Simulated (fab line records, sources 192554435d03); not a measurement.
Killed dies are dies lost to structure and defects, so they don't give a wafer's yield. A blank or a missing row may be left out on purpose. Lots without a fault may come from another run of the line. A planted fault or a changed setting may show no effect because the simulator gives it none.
Chamber matching | flow n5_finfet | N5_MIM_BOT_ETCH_ETCH_04 on rie_diel-05: 4 sister chambers
The step etches SiNx in CF4/O2, target depth 26 nm, time 13 s. 4 wafers are shown with their chamber, then 7 later ones without.

WAFERS WITH THEIR CHAMBER
wafer  | chamber | drypump_motor_current_A (A)
L081.3 | 0       | 5.0
L081.6 | 3       | 5.0
L089.1 | 1       | 5.8
L089.2 | 2       | 6.7

WAFERS WITHOUT THEIR CHAMBER
wafer  | drypump_motor_current_A (A)
L089.3 | 5.1
L095.2 | 5.1
L095.5 | 5.8
L095.6 | 5.0
L094.3 | 5.0
L094.4 | 5.8
L094.6 | 5.1

WHICH CHAMBER EACH WENT THROUGH
wafer  | from the rows above     | in truth
L089.3 | can't be placed: 0 or 3 | 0
L095.2 | can't be placed: 0 or 3 | 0
L095.5 | 1                       | 1
L095.6 | can't be placed: 0 or 3 | 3
L094.3 | can't be placed: 0 or 3 | 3
L094.4 | 1                       | 1
L094.6 | can't be placed: 0 or 3 | 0
Placed correctly: 2 of 7. Can't be placed from these rows: 5 (the true chamber is among the candidates in 5). Placed wrongly: 0.
How it was worked out, from the rows above alone: a wafer's distance from a chamber is the root of the sum, over the readings, of the square of ((its reading less the chamber's mean) divided by the reading's scatter). The wafer belongs to the nearest chamber; if the next one is less than 2 further off, it can't be placed. A chamber's mean is the mean of its shown wafers. The scatter: with one shown wafer a chamber, the root of the mean of the squares of how far each hidden wafer lies from its nearest shown one.
